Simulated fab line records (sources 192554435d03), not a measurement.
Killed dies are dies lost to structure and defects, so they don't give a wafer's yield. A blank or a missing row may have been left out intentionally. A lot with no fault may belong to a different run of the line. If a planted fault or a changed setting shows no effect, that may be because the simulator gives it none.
Chamber matching + flow n5 finfet + N5_BEOL_M6_CMP_52 on cmp-04: 4 sister chambers
The step polishes, stops on SiCOH lowk, t overpolish 6.9 s, target thk 80 nm. 14 wafers are shown with their chamber, then 7 later ones without.

WAFERS WITH THEIR CHAMBER
| wafer  | chamber | motor current A (A) | retaining ring pressure frac | time to endpoint s (s) |
|--------|---------|---------------------|------------------------------|------------------------|
| L080.1 | 2       | 5.8                 | 1.003                        | 65                     |
| L080.2 | 0       | 6.1                 | 1.005                        | 60                     |
| L080.4 | 3       | 7.0                 | 1.002                        | 60                     |
| L087.1 | 3       | 6.9                 | 1.001                        | 64                     |
| L087.4 | 1       | 7.2                 | 0.992                        | 59                     |
| L087.5 | 0       | 6.0                 | 1.000                        | 61                     |
| L089.3 | 2       | 5.6                 | 1.004                        | 67                     |
| L089.4 | 0       | 5.9                 | 1.003                        | 66                     |
| L089.6 | 3       | 6.8                 | 0.996                        | 69                     |
| L090.4 | 2       | 5.5                 | 0.999                        | 66                     |
| L090.5 | 3       | 6.6                 | 0.995                        | 69                     |
| L090.6 | 0       | 5.8                 | 0.996                        | 61                     |
| L095.1 | 1       | 7.4                 | 0.996                        | 64                     |
| L095.3 | 3       | 7.1                 | 0.999                        | 66                     |

SIGNATURES, as means of the wafers listed above
| reading                      | chamber 0 | chamber 1 | chamber 2 | chamber 3 | scatter within a chamber |
|------------------------------|-----------|-----------|-----------|-----------|--------------------------|
| motor current A              | 5.950     | 7.300     | 5.633     | 6.880     | 0.163                    |
| retaining ring pressure frac | 1.00100   | 0.99400   | 1.00200   | 0.99860   | 0.00324                  |
| time to endpoint s           | 62.00     | 61.50     | 66.00     | 65.60     | 3.06                     |
Rule: a wafer lies at a distance from a chamber equal to the root of the sum of squares, over the readings, of (its reading less the chamber's mean, divided by the reading's scatter). If the next closest chamber is less than 2 further off than the closest, the wafer can't be placed; otherwise it belongs to the closest. How the scatter is found: for the shown wafers, subtract from each reading the mean of its chamber, square and add these, divide the total by (wafers less chambers), then take the root.

WAFERS WHOSE CHAMBER IS MISSING
| wafer  | motor current A (A) | retaining ring pressure frac | time to endpoint s (s) |
|--------|---------------------|------------------------------|------------------------|
| L095.5 | 6.0                 | 0.998                        | 62                     |
| L097.2 | 6.9                 | 0.999                        | 67                     |
| L097.3 | 5.8                 | 1.000                        | 63                     |
| L097.4 | 7.1                 | 0.996                        | 65                     |
| L096.2 | 7.1                 | 1.001                        | 65                     |
| L096.4 | 6.0                 | 0.995                        | 62                     |
| L096.6 | 7.3                 | 1.000                        | 62                     |

WHICH CHAMBER EACH WENT THROUGH
| wafer  | from the rows above     | in truth |
|--------|-------------------------|----------|
| L095.5 | can't be placed: 0 or 2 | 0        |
| L097.2 | 3                       | 3        |
| L097.3 | can't be placed: 0 or 2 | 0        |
| L097.4 | can't be placed: 3 or 1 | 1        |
| L096.2 | can't be placed: 3 or 1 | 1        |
| L096.4 | can't be placed: 0 or 2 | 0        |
| L096.6 | can't be placed: 1 or 3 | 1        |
Placed correctly: 1 of 7. Unplaceable from these rows: 6, with the true chamber sitting among the candidates in 6. Wrongly placed: 0.
